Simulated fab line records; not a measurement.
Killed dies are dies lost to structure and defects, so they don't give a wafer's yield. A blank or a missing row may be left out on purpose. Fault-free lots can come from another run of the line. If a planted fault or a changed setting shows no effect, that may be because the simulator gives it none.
Lot-split experiment + flow n5-finfet + 39 wafers read from 7 lots, route of 1938 steps

## THE SPLIT ITSELF
At N5_MOL_CONTACT_COAG_VIA_ETCH_46 (etches SiO2 in C4F6/O2, target depth 46 nm, overetch 9.2 nm, time 40 s), the setting target-depth-a was moved away from the recipe's 460 angstrom on 12 of the 39 wafers read, by -12.3% to +10.3%. All remaining wafers had this setting at the recipe value.

The split's own step is where the reading is taken.

## THE READING
SOC_of_MOL_CONTACT_COAG_COAT_75.thk-nm (the simulator's own value, which no gauge read), in nm, at N5_MOL_CONTACT_COAG_VIA_ETCH_46 (etches SiO2 in C4F6/O2, target depth 46 nm, overetch 9.2 nm, time 40 s). No usual value for it is given in the file. Here, 27 wafers ran the recipe; their average is 50.8 nm with a standard deviation of 0.21 nm.

| wafer  | tool, chamber at the split | target-depth-a as run, angstrom | against the recipe | SOC_of_MOL_CONTACT_COAG_COAT_75.thk-nm, nm | against lot-mates on the recipe |
|--------|----------------------------|---------------------------------|--------------------|--------------------------------------------|---------------------------------|
| L075.1 | rie-diel-05, 0,1,3         | 460                             | recipe             | 50.8                                       | -                               |
| L075.2 | rie-diel-05, 0,1,3         | 460                             | recipe             | 50.8                                       | -                               |
| L075.4 | rie-diel-05, 0,1,3         | 460                             | recipe             | 50.8                                       | -                               |
| L081.1 | rie-diel-06, 2             | 460                             | recipe             | 51.2                                       | -                               |
| L081.2 | rie-diel-06, 1,0,0         | 460                             | recipe             | 50.8                                       | -                               |
| L081.3 | rie-diel-06, 1,0,0         | 460                             | recipe             | 50.8                                       | -                               |
| L081.4 | rie-diel-06, 1,0,0         | 460                             | recipe             | 50.8                                       | -                               |
| L081.5 | rie-diel-06, 2             | 460                             | recipe             | 51                                         | -                               |
| L081.6 | rie-diel-06, 1             | 460                             | recipe             | 50.6                                       | -                               |
| L085.1 | rie-diel-06, 2,1           | 441.1                           | -4.1%              | 50.4                                       | +0.0                            |
| L085.5 | rie-diel-06, 2,1           | 441.1                           | -4.1%              | 50.4                                       | +0.0                            |
| L085.2 | rie-diel-06, 0             | 441.1                           | -4.1%              | 50.8                                       | +0.4                            |
| L085.3 | rie-diel-06, 1             | 460                             | recipe             | 50.2                                       | -                               |
| L085.4 | rie-diel-06, 3             | 460                             | recipe             | 50.4                                       | -                               |
| L085.6 | rie-diel-06, 0             | 460                             | recipe             | 50.6                                       | -                               |
| L087.1 | rie-diel-05, 3,1,3         | 403.6                           | -12.3%             | 51.8                                       | +0.8                            |
| L087.5 | rie-diel-05, 3,1,3         | 403.6                           | -12.3%             | 51.8                                       | +0.8                            |
| L087.6 | rie-diel-05, 3,1,3         | 403.6                           | -12.3%             | 51.8                                       | +0.8                            |
| L087.2 | rie-diel-05, 0,1,0         | 460                             | recipe             | 51                                         | -                               |
| L087.3 | rie-diel-05, 0,1,0         | 460                             | recipe             | 51                                         | -                               |
| L087.4 | rie-diel-05, 0,1,0         | 460                             | recipe             | 51                                         | -                               |
| L089.1 | rie-diel-03, 3,0,1         | 503                             | +9.3%              | 50.4                                       | -0.5                            |
| L089.2 | rie-diel-03, 3,0,1         | 503                             | +9.3%              | 50.4                                       | -0.5                            |
| L089.3 | rie-diel-03, 3,0,1         | 503                             | +9.3%              | 50.4                                       | -0.5                            |
| L089.4 | rie-diel-03, 2,0           | 460                             | recipe             | 51                                         | -                               |
| L089.5 | rie-diel-03, 2,0           | 460                             | recipe             | 51                                         | -                               |
| L089.6 | rie-diel-03, 1             | 460                             | recipe             | 50.8                                       | -                               |
| L091.1 | rie-diel-06, 1,2,1         | 507.5                           | +10.3%             | 50                                         | -0.7                            |
| L091.3 | rie-diel-06, 1,2,1         | 507.5                           | +10.3%             | 50                                         | -0.7                            |
| L091.5 | rie-diel-06, 1,2,1         | 507.5                           | +10.3%             | 50                                         | -0.7                            |
| L091.2 | rie-diel-06, 0,3           | 460                             | recipe             | 50.6                                       | -                               |
| L091.4 | rie-diel-06, 0,3           | 460                             | recipe             | 50.6                                       | -                               |
| L091.6 | rie-diel-06, 0             | 460                             | recipe             | 50.8                                       | -                               |
| L096.1 | rie-diel-06, 1,2           | 460                             | recipe             | 50.6                                       | -                               |
| L096.3 | rie-diel-06, 1,2           | 460                             | recipe             | 50.6                                       | -                               |
| L096.2 | rie-diel-06, 0             | 460                             | recipe             | 51                                         | -                               |
| L096.6 | rie-diel-06, 0             | 460                             | recipe             | 51                                         | -                               |
| L096.4 | rie-diel-06, 3,1           | 460                             | recipe             | 50.8                                       | -                               |
| L096.5 | rie-diel-06, 3,1           | 460                             | recipe             | 50.8                                       | -                               |
Rows listing several chambers each stand for several wafers; the file does not say which wafer went through which chamber.

FIT RESULTS
A straight line over all 39 wafers: SOC_of_MOL_CONTACT_COAG_COAT_75.thk-nm changes by -0.0639 nm for each +1% of target-depth-a; r = -0.80; the points scatter about the line by 0.26 nm.
The same after taking each lot's own level away (the mean of its wafers on the recipe; 39 wafers): -0.0615 nm for each +1%; r = -0.93; scatter 0.13 nm.
That fit puts the effect of the largest move of target-depth-a on the reading at 0.75 nm.
The span of the lots' own levels, 50.40 to 51.00 nm, comes to 2.8 times the standard deviation stated above.
The two slopes agree, so the slope changes little with the lot-to-lot level.
Check: with one of the wafers moved furthest among these (-12.3%) left out of the fit, the line predicts +0.738 nm for it against its lot-mates. It came out at +0.8 nm against them.

## ADDITIONAL SPLITS CARRIED BY THESE WAFERS
Before the reading, these wafers also passed through other splits. Each is held against what the fit with the lots' levels taken away leaves over:
| other split on the same wafers       | wafers away from the commonest value | r with SOC_of_MOL_CONTACT_COAG_COAT_75.thk-nm (lot level and that fit taken away) |
|--------------------------------------|--------------------------------------|-----------------------------------------------------------------------------------|
| N5_SD_EPI_P_EPI_21 epi-growth-time-s | 15                                   | +0.25                                                                             |
| N5_HKMG_FIN_ETCH_35 source-w         | 12                                   | +0.15                                                                             |
| N5_GATE_CUT_CUT_ETCH_54 icp-w        | 6                                    | +0.19                                                                             |

## THE FILE'S OWN FIT
SOC_of_MOL_CONTACT_COAG_COAT_75.thk-nm changes by -0.0615 nm for each +1% of target-depth-a, r = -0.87.
